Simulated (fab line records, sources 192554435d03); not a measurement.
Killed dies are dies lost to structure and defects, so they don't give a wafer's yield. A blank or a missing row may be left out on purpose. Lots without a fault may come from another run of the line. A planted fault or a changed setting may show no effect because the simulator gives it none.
A struck lot beside a sound one | flow n5_finfet | 37 steps out of a route of 1938
Sound: wafers L351.1, L351.5, L351.6. Struck: wafer L354.6. (L354.2, L354.4 of the same lot were not struck and are left out.) The cause comes at the end.
At each step with rows: each side's tool, then ch and its chambers, then its first start. Under that, the readings that differ: sound wafers | struck wafers | difference of the means | sigmas: that difference in standard deviations of wafers without a fault.
alike: readings whose means differ by less than 2 such deviations, and words and numbers that are the same on both sides. not compared: withheld readings, readings that some wafer has no value for, bounds like >300 that may hide the same value, and numbers for which the record gives no deviation and whose values overlap.
The two part at a step that has a row with sigmas, a row that says differs or no value, or rows on one side only. Numbers that don't overlap but have no deviation are shown without sigmas and don't part them. A reading that every wafer of one side lacks parts them only if that side has two wafers or more.

first, 9 steps without rows for these wafers: N5_BEOL_M11_ALD_74 (deposits TaN, target thk 2 nm, pulse time 2 s, purge time 3 s); N5_BEOL_M11_SURFACE_TREAT_76; N5_BEOL_M11_CVD_75 (deposits Co from CCTBA/H2, target thk 2 nm, time 138.9 s); N5_BEOL_M11_SPUTTER_48 (material Cu, target thk 12 nm, time 2 s); N5_BEOL_M11_ECD_50 (material Cu, target thk 318 nm); N5_BEOL_M11_ANNEAL_51 (time 90 s); N5_BEOL_M11_CMP_52 (polishes, stops on SiCOH lowk, t overpolish 7 s, target thk 140 nm); N5_BEOL_M11_PRE_CLEAN_55 (time 15 s); N5_BEOL_M11_DEP_56 (deposits SiCN from 3MS/NH3, target thk 30 nm, time 10.5 s).
N5_BEOL_M12_ILD_DEP_00: deposits SiOC from DEMS/O2, target thk 658.92 nm, time 130.7 s.
  sound on pecvd-03 ch 1,2, day 13 08:25; struck on pecvd-03 ch 0, day 13 19:41
  reading                                       | sound             | struck | difference | sigmas
  run_length_s (s)                              | 175.1 175.4 177.0 | 147.0  | -28.8      | -44
  model.SiOC_of_BEOL_M12_ILD_DEP_00.thk_nm (nm) | 654.2 658 668     | 533.4  | -126.7     |
  alike: heater_power_w, showerhead_plenum_p_Torr, throttle_valve_pct
N5_BEOL_M12_THK_MEAS_01:
  sound on film_metro-02, day 13 08:32; struck on film_metro-02, day 13 19:49
  reading          | sound       | struck | difference | sigmas
  M12_ILD_THK (nm) | 655 657 668 | 534    | -126       | -13
then, 10 steps without rows for these wafers: N5_BEOL_M12_COAT_58 (time 60 s, resist thk 89 nm); N5_BEOL_M12_COAT_04 (resist thk 400 nm); N5_BEOL_M12_EBR_06; N5_BEOL_M12_SOFTBAKE_05 (time 60 s); N5_BEOL_M12_EXPOSE_07 (exposes mask V11); N5_BEOL_M12_PEB_08 (peb time 90 s); N5_BEOL_M12_DEVELOP_09 (develop time 45 s); N5_BEOL_M12_HARDBAKE_14 (time 120 s); N5_BEOL_M12_DESCUM_15 (chemistry O2, time 7.9 s); N5_BEOL_M12_ETCH_59 (etches BARC in N2/H2, target depth 89 nm, overetch 26.7 nm, time 67.9 s).
N5_BEOL_M12_VIA_ETCH_16: etches SiOC in C4F8/O2/Ar, target depth 724.8 nm.
  sound on rie_diel-02 ch 1,2, day 13 09:29; struck on rie_diel-02 ch 0, day 13 20:25
  reading                                    | sound             | struck | difference | sigmas
  showerhead_plenum_p_Torr (Torr)            | 3.43 3.59 3.43    | 3.24   | -0.24      | -2
  model.etch.depth_nm (nm)                   | 654.3 658 668     | 533.4  | -126.7     |
  model.coat_of_BEOL_M12_COAT_04.thk_nm (nm) | 123.8 128.8 121.4 | 159    | +34        |
  alike: C4F8_flow_sccm, drypump_motor_current_A, oes_product_au, rf_vpp_V, throttle_valve_pct
N5_BEOL_M12_STRIP_63: strips in N2/H2.
  sound on plasma_asher-01 ch 0,1, day 13 09:41; struck on plasma_asher-01 ch 1, day 13 20:37
  reading                      | sound          | struck | difference | sigmas
  strip_time_to_endpoint_s (s) | 42.7 44.0 42.1 | 52.0   | +9.1       | +8
  alike: drypump_motor_current_A, heater_power_w, oes_product_au
  not compared: rf_hours_counter_h
then, 12 steps without rows for these wafers: N5_BEOL_M12_STRIP_64 (strips in N2/H2); N5_BEOL_M12_STRIP_71 (strips in post etch residue remover, time 60 s); N5_BEOL_M12_SRD_72 (time 30 s, dry time 30 s); N5_BEOL_M12_COAT_65 (time 60 s, resist thk 300 nm); N5_BEOL_M12_COAT_66 (time 60 s, resist thk 110 nm); N5_BEOL_M12_COAT_22 (resist thk 300 nm); N5_BEOL_M12_EBR_24; N5_BEOL_M12_SOFTBAKE_23 (time 60 s); N5_BEOL_M12_EXPOSE_25 (exposes mask M12); N5_BEOL_M12_PEB_26 (peb time 90 s); N5_BEOL_M12_DEVELOP_27 (develop time 45 s); N5_BEOL_M12_HARDBAKE_32 (time 120 s).
N5_BEOL_M12_CMP_49: polishes, stops on SiOC, t overpolish 20.6 s, target thk 320 nm.
  sound on cmp-01 ch 0,1, day 13 17:19; struck on cmp-02 ch 1, day 13 23:41
  reading                                       | sound             | struck | difference | sigmas
  model.SiOC_of_BEOL_M12_ILD_DEP_00.thk_nm (nm) | 594.8 598.4 609.8 | 470.2  | -130.8     |
  alike: head_pressure_psi, motor_current_A
then, 1 step without rows for these wafers: N5_PASSIVATION_PROBE_49.

WHERE THEY PART
First at N5_BEOL_M12_ILD_DEP_00; last, within this record, at N5_BEOL_M12_STRIP_63. Later steps at which nothing parts them and some readings are alike: N5_BEOL_M12_CMP_49.

WHY: what the simulator had put in
Process parameter drift: pecvd-03, from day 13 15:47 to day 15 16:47, at N5_BEOL_M12_ILD_DEP_00. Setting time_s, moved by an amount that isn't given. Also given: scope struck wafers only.
